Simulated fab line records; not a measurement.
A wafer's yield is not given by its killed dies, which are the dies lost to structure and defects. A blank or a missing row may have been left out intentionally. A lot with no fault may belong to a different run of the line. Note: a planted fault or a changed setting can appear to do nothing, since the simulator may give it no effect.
What tool caused it? + flow nand-harc + 40 wafers from 14 lots sampled at 4 of the route's 1302 steps

WHAT THE GAUGES SHOWED, per wafer
NHARC_A_DECK1_JOINT_THK_MEAS_14: measures by ellipsometry.
| lot  | measured     | on            | thk-nm (nm)    |
|------|--------------|---------------|----------------|
| L418 | day 11 00:46 | film-metro-02 | 51.5 51.6 50.9 |
| L419 | day 11 15:38 | film-metro-01 | 48.2 50.1 48.8 |
| L420 | day 11 23:25 | film-metro-02 | 49.6 52.6 48.8 |
| L421 | day 12 12:19 | film-metro-02 | 51.3 50.7 53.2 |
| L422 | day 13 00:52 | film-metro-02 | 51.2 54.1 50.4 |
| L424 | day 13 14:59 | film-metro-02 | 53.0 50.8 51.2 |
| L423 | day 13 14:59 | film-metro-01 | 52.7 53.1 49.9 |
| L426 | day 14 21:12 | film-metro-02 | 49.3 51.4 52.2 |
| L427 | day 15 03:49 | film-metro-02 | 51.2 51.4 50.8 |
| L428 | day 15 17:44 | film-metro-02 | 50.8 51.0 51.1 |
| L435 | day 18 10:15 | film-metro-02 | 48.2 50.0      |
| L437 | day 18 23:01 | film-metro-01 | 51.7 51.7      |
| L439 | day 20 10:02 | film-metro-01 | 50.2 51.4 51.8 |
| L440 | day 21 01:05 | film-metro-01 | 49.9 49.2 50.9 |

NHARC_A_ONON_D2_THK_MEAS_02: measures by ellipsometry.
| lot  | measured     | on            | thk-nm (nm)    |
|------|--------------|---------------|----------------|
| L418 | day 11 22:05 | film-metro-02 | 1025 1026 1024 |
| L419 | day 12 17:25 | film-metro-01 | 1007 1009 1008 |
| L420 | day 12 22:59 | film-metro-01 | 1000 1000 1001 |
| L421 | day 13 12:45 | film-metro-01 | 1010 1010 1008 |
| L422 | day 14 02:53 | film-metro-01 | 994 993 993    |
| L424 | day 14 16:07 | film-metro-01 | 1009 1009 1008 |
| L423 | day 14 16:06 | film-metro-02 | 1003 1005 1005 |
| L426 | day 15 22:05 | film-metro-02 | 1011 1009 1011 |
| L427 | day 16 03:01 | film-metro-02 | 1008 1007 1005 |
| L428 | day 17 04:41 | film-metro-01 | 999 999 999    |
| L435 | day 19 09:13 | film-metro-01 | 642 641        |
| L437 | day 19 22:32 | film-metro-02 | 991 624        |
| L439 | day 21 08:56 | film-metro-02 | 1007 1005 1005 |
| L440 | day 22 03:30 | film-metro-02 | 1001 1000 1003 |

WHAT TOOL EACH LOT RAN ON (gives the tool, then ch and the chambers of the sampled wafers, and finally the start)
| lot  | NHARC_A_CHANNEL_HOLE_D1_ETCH_44    | NHARC_A_ONON_D2_DEP_00           |
|------|------------------------------------|----------------------------------|
| L418 | rie-diel-10 ch 2,3, day 8 10:28    | pecvd-onon-03 ch 0, day 11 21:35 |
| L419 | rie-diel-10 ch 0,1,3, day 9 02:23  | pecvd-onon-04 ch 0, day 12 16:58 |
| L420 | rie-diel-10 ch 1,2, day 9 11:27    | pecvd-onon-04 ch 0, day 12 22:39 |
| L421 | rie-diel-04 ch 1,3, day 9 19:21    | pecvd-onon-01 ch 0, day 13 12:17 |
| L422 | rie-diel-10 ch 0,1, day 10 12:53   | pecvd-onon-03 ch 0, day 14 02:23 |
| L424 | rie-diel-10 ch 0,2,3, day 11 02:18 | pecvd-onon-04 ch 0, day 14 15:43 |
| L423 | rie-diel-12 ch 0,2,3, day 11 04:49 | pecvd-onon-01 ch 0, day 14 15:35 |
| L426 | rie-diel-10 ch 0,2,3, day 12 08:44 | pecvd-onon-04 ch 0, day 15 21:34 |
| L427 | rie-diel-10 ch 0,2,3, day 12 14:58 | pecvd-onon-04 ch 0, day 16 02:30 |
| L428 | rie-diel-04 ch 1,2, day 13 03:36   | pecvd-onon-04 ch 0, day 17 04:11 |
| L435 | rie-diel-10 ch 1,2, day 15 22:34   | pecvd-onon-04 ch 0, day 19 08:56 |
| L437 | rie-diel-10 ch 1,2, day 16 10:10   | pecvd-onon-04 ch 0, day 19 21:59 |
| L439 | rie-diel-10 ch 1,3, day 17 18:54   | pecvd-onon-03 ch 0, day 21 08:25 |
| L440 | rie-diel-04 ch 0,1, day 18 11:52   | pecvd-onon-03 ch 0, day 22 03:02 |
- NHARC_A_CHANNEL_HOLE_D1_ETCH_44: etches the open film in CF4/O2, target depth 140 nm, overetch 14 nm, time 77 s.
- NHARC_A_ONON_D2_DEP_00: target thk 1000 nm.

AS READ BY THE TOOLS THEMSELVES (means over the sampled wafers that have a number; for cases with no such wafer, the mark the record gives instead)
NHARC_A_CHANNEL_HOLE_D1_ETCH_44.
| lot  | tool        | drypump-motor-current-A (A) | oes-product-au (a.u.) | rf-vpp-V (V) | showerhead-plenum-p-Torr (Torr) | throttle-valve-pct (%) |
|------|-------------|-----------------------------|-----------------------|--------------|---------------------------------|------------------------|
| L418 | rie-diel-10 | 6.1                         | 0.991                 | 198.4        | 1.35                            | 13.395                 |
| L419 | rie-diel-10 | 5.8                         | 0.996                 | 197.6        | 1.34                            | 13.410                 |
| L420 | rie-diel-10 | 5.6                         | 0.991                 | 199.0        | 1.34                            | 13.399                 |
| L421 | rie-diel-04 | 5.7                         | 1.012                 | 197.5        | 1.31                            | 13.399                 |
| L422 | rie-diel-10 | 5.6                         | 0.994                 | 198.4        | 1.34                            | 13.396                 |
| L424 | rie-diel-10 | 6.1                         | 0.996                 | 197.4        | 1.32                            | 13.402                 |
| L423 | rie-diel-12 | 5.8                         | 1.003                 | 197.0        | 1.31                            | 13.402                 |
| L426 | rie-diel-10 | 6.0                         | 0.998                 | 197.7        | 1.32                            | 13.401                 |
| L427 | rie-diel-10 | 6.0                         | 0.990                 | 197.1        | 1.32                            | 13.397                 |
| L428 | rie-diel-04 | 5.3                         | 0.993                 | 198.3        | 1.40                            | 13.391                 |
| L435 | rie-diel-10 | 5.7                         | 1.016                 | 198.1        | 1.33                            | 13.405                 |
| L437 | rie-diel-10 | 5.7                         | 0.999                 | 198.1        | 1.33                            | 13.397                 |
| L439 | rie-diel-10 | 5.9                         | 0.994                 | 198.4        | 1.37                            | 13.401                 |
| L440 | rie-diel-04 | 6.0                         | 1.015                 | 198.7        | 1.36                            | 13.400                 |

THE ANSWER, worked out from the rows above alone
Rule: usual is defined by the lots themselves. Put in order of their means at a reading, lots are off if they are a third of the lots or fewer, leave a main group of 4 or more, and stand apart from it by a gap of 3 or more times the standard deviation of the main group's means; of several such gaps the widest counts. Not used: any main group whose means are identical at the precision the tables above print for the reading. A lot without any number at a reading at which 4 lots or more have one is off too. The other lots that the step has rows for count as sound. First the gauges in route order, then the tools' own readings, where a lot's mean is used as printed above. The first step at which some lot is off is used, and at that step the reading that is off furthest; a lot without a number counts as furthest.
Off: L435, L437 (NHARC_A_ONON_D2_THK_MEAS_02, thk-nm). Mean 1006 nm and standard deviation 7.5 in the main group.
A tool fits if, at a process step before that reading, it ran every lot that is off, and no sound lot after the first of them. Those tools and the gauges at NHARC_A_ONON_D2_THK_MEAS_02 are tried in the same way. One candidate fits, namely pecvd-onon-04 at NHARC_A_ONON_D2_DEP_00. A fault onset in the window from L428 (day 17 04:11, its last sound lot) to L435 (day 19 08:56, its first lot off) fits.

WHAT WAS PUT IN BY THE SIMULATOR
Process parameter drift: pecvd-onon-04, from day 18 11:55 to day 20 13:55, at NHARC_A_ONON_D2_DEP_00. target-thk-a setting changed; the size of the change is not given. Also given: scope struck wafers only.
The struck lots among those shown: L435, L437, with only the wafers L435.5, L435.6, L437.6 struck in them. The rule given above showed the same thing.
